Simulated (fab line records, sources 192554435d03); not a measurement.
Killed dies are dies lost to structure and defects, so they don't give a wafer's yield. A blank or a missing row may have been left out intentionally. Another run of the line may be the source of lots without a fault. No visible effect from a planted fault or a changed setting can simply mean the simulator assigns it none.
Split-lot trial + flow n5Finfet + 39 wafers read across 7 lots, on a route 1938 steps long

## THE SPLIT ITSELF
At N5_BEOL_M7_ILD_DEP_00 (deposits SiCOH lowk from DEMS/porogen, target thk 179.75 nm, time 33.4 s), the setting timeS was moved away from the recipe's 33.4 s on 9 of the 39 wafers read, by -57.2% to -15.4%. This setting was run at the recipe's value on the other wafers.

## FROM THE SPLIT TO THE READING: what the file shows between them, 1 step
- N5_BEOL_M7_CURE_74: cures SiCOH lowk, time 240 s

## THE READING
Values of M7_ILD_THK in nm from N5_BEOL_M7_THK_MEAS_01. Typical for fault-free wafers on this fab line: 154.7 nm, with standard deviation 2 nm.

| wafer  | tool, chamber at the split | timeS as run, s | against the recipe | M7_ILD_THK, nm | against lot-mates on the recipe |
|--------|----------------------------|-----------------|--------------------|----------------|---------------------------------|
| L079.1 | pecvd-02, 0                | 33.4            | recipe             | 151.9          | -                               |
| L079.2 | pecvd-02, 2                | 33.4            | recipe             | 151.6          | -                               |
| L079.3 | pecvd-02, 1                | 33.4            | recipe             | 152.8          | -                               |
| L079.4 | pecvd-02, 0,2              | 33.4            | recipe             | 154.4          | -                               |
| L079.5 | pecvd-02, 1                | 33.4            | recipe             | 153.8          | -                               |
| L079.6 | pecvd-02, 0,2              | 33.4            | recipe             | 154.4          | -                               |
| L081.1 | pecvd-04, 0                | 33.4            | recipe             | 152.4          | -                               |
| L081.4 | pecvd-04, 0                | 33.4            | recipe             | 154.5          | -                               |
| L081.6 | pecvd-04, 2                | 33.4            | recipe             | 155.5          | -                               |
| L087.1 | pecvd-02, 1                | 14.29           | -57.2%             | 69.7           | -86.3                           |
| L087.2 | pecvd-02, 2                | 33.4            | recipe             | 154.8          | -                               |
| L087.3 | pecvd-02, 0                | 14.29           | -57.2%             | 68.3           | -87.7                           |
| L087.4 | pecvd-02, 1                | 33.4            | recipe             | 156.0          | -                               |
| L087.5 | pecvd-02, 2                | 14.29           | -57.2%             | 67.6           | -88.4                           |
| L087.6 | pecvd-02, 0                | 33.4            | recipe             | 157.3          | -                               |
| L088.1 | pecvd-02, 1                | 28.27           | -15.4%             | 130.2          | -24.2                           |
| L088.2 | pecvd-02, 0                | 33.4            | recipe             | 152.4          | -                               |
| L088.3 | pecvd-02, 2                | 28.27           | -15.4%             | 127.8          | -26.6                           |
| L088.4 | pecvd-02, 1                | 28.27           | -15.4%             | 132.2          | -22.2                           |
| L088.5 | pecvd-02, 2                | 33.4            | recipe             | 156.8          | -                               |
| L088.6 | pecvd-02, 0                | 33.4            | recipe             | 154.0          | -                               |
| L089.1 | pecvd-02, 1                | 33.4            | recipe             | 152.8          | -                               |
| L089.2 | pecvd-02, 2                | 16.64           | -50.2%             | 76.1           | -77.4                           |
| L089.3 | pecvd-02, 0                | 33.4            | recipe             | 152.5          | -                               |
| L089.4 | pecvd-02, 2                | 16.64           | -50.2%             | 76.9           | -76.6                           |
| L089.5 | pecvd-02, 1                | 16.64           | -50.2%             | 77.7           | -75.8                           |
| L089.6 | pecvd-02, 0                | 33.4            | recipe             | 155.2          | -                               |
| L092.1 | pecvd-01, 0                | 33.4            | recipe             | 151.9          | -                               |
| L092.2 | pecvd-01, 2                | 33.4            | recipe             | 153.5          | -                               |
| L092.3 | pecvd-01, 1                | 33.4            | recipe             | 152.4          | -                               |
| L092.4 | pecvd-01, 0,2              | 33.4            | recipe             | 155.0          | -                               |
| L092.5 | pecvd-01, 0,2              | 33.4            | recipe             | 155.0          | -                               |
| L092.6 | pecvd-01, 1                | 33.4            | recipe             | 154.4          | -                               |
| L094.1 | pecvd-02, 2                | 33.4            | recipe             | 152.3          | -                               |
| L094.2 | pecvd-02, 0                | 33.4            | recipe             | 152.7          | -                               |
| L094.3 | pecvd-02, 1                | 33.4            | recipe             | 153.5          | -                               |
| L094.4 | pecvd-02, 0                | 33.4            | recipe             | 157.5          | -                               |
| L094.5 | pecvd-02, 2                | 33.4            | recipe             | 153.2          | -                               |
| L094.6 | pecvd-02, 1                | 33.4            | recipe             | 155.8          | -                               |
Rows listing several chambers each stand for several wafers; the file does not say which wafer went through which chamber.

FIT RESULTS
A straight line over all 39 wafers: M7_ILD_THK changes by +1.51 nm for each +1% of timeS; r = +1.00; the points scatter about the line by 1.7 nm.
The same after taking each lot's own level away (the mean of its wafers on the recipe; 39 wafers): +1.53 nm for each +1%; r = +1.00; scatter 1.4 nm.
That fit puts the effect of the largest move of timeS on the reading at 87 nm.
Across the lots, their own levels run from 153.15 to 156.03 nm, a range of 1.4 times the standard deviation given above.
The two slopes are in agreement: the lot-to-lot level therefore moves the slope only a little.
Check: for one of the wafers moved furthest among these (-57.2%), held out of the fit, the line's prediction against its lot-mates is -87.8 nm. Against them it came out at -86.3 nm.

## FURTHER SPLITS ON THESE WAFERS
Note: prior to the reading, these wafers also went through further splits. Each is held against what the fit with the lots' levels taken away leaves over:
| other split on the same wafers | wafers away from the commonest value | r with M7_ILD_THK (lot level and that fit taken away) |
|--------------------------------|--------------------------------------|-------------------------------------------------------|
| N5_BEOL_M6_PECVD_70 timeS      | 12                                   | -0.11                                                 |

## THE WHOLE CHAIN: every reading that the file lists as answering this split, in the file's order
| step                   | what it does                                                             | reading                                                                                 | change (the file's fit)              | r (the file's) |
|------------------------|--------------------------------------------------------------------------|-----------------------------------------------------------------------------------------|--------------------------------------|----------------|
| N5_BEOL_M7_ILD_DEP_00  | deposits SiCOH lowk from DEMS/porogen, target thk 179.75 nm, time 33.4 s | SiCOH_lowk_of_BEOL_M7_ILD_DEP_00.thkNm (the simulator's own value, which no gauge read) | +1.77 nm for each +1% of the setting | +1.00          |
| N5_BEOL_M7_CURE_74     | cures SiCOH lowk, time 240 s                                             | SiCOH_lowk_of_BEOL_M7_ILD_DEP_00.thkNm (the simulator's own value, which no gauge read) | +1.53 nm for each +1% of the setting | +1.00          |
| N5_BEOL_M7_THK_MEAS_01 |                                                                          | M7_ILD_THK                                                                              | +1.53 for each +1% of the setting    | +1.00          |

## THE FILE'S OWN FIT
M7_ILD_THK changes by +1.53 nm for each +1% of timeS, r = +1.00.
